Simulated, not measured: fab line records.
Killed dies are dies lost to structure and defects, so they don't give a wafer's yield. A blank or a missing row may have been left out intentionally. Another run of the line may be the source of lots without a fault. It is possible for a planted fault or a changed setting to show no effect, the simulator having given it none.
Chamber matching || flow n5Finfet || N5_BEOL_M0_ALD_136 on aldMetal-01 has 4 sister chambers
The step deposits TaN, pulse time 2 s, purge time 3 s, co reactant purge time 2 s. 4 wafers are shown with their chamber, then 8 later ones without.

## WAFERS PAIRED WITH THEIR CHAMBERS
{"wafer": "L082.1", "chamber": 1, "heaterPowerW (W)": 408}
{"wafer": "L082.3", "chamber": 2, "heaterPowerW (W)": 418}
{"wafer": "L082.4", "chamber": 0, "heaterPowerW (W)": 403}
{"wafer": "L083.1", "chamber": 3, "heaterPowerW (W)": 446}

## WAFERS WITH NO CHAMBER GIVEN
{"wafer": "L083.3", "heaterPowerW (W)": 403}
{"wafer": "L083.6", "heaterPowerW (W)": 451}
{"wafer": "L085.3", "heaterPowerW (W)": 402}
{"wafer": "L085.4", "heaterPowerW (W)": 456}
{"wafer": "L085.6", "heaterPowerW (W)": 423}
{"wafer": "L091.1", "heaterPowerW (W)": 436}
{"wafer": "L091.2", "heaterPowerW (W)": 457}
{"wafer": "L091.4", "heaterPowerW (W)": 410}

## WHICH CHAMBER EACH WENT THROUGH
{"wafer": "L083.3", "from the rows above": "can't be placed: 0 or 1", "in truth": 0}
{"wafer": "L083.6", "from the rows above": 3, "in truth": 3}
{"wafer": "L085.3", "from the rows above": "can't be placed: 0 or 1", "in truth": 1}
{"wafer": "L085.4", "from the rows above": 3, "in truth": 3}
{"wafer": "L085.6", "from the rows above": "can't be placed: 2 or 1", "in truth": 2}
{"wafer": "L091.1", "from the rows above": "can't be placed: 3 or 2", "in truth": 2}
{"wafer": "L091.2", "from the rows above": 3, "in truth": 3}
{"wafer": "L091.4", "from the rows above": "can't be placed: 1 or 0 or 2", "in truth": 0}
3 of 8 placed correctly. Not placeable from these rows: 5 (in 5, the candidates include the true chamber). Placed wrongly: 0.
How it was worked out, from the rows above alone: a wafer's distance from a chamber is the root of the sum, over the readings, of the square of ((its reading less the chamber's mean) divided by the reading's scatter). The wafer belongs to the nearest chamber; if the next one is less than 2 further off, it can't be placed. Each chamber's mean is taken over the wafers shown for it. The scatter: root of mean squared gap, hidden wafer to nearest shown wafer, with one shown wafer a chamber.
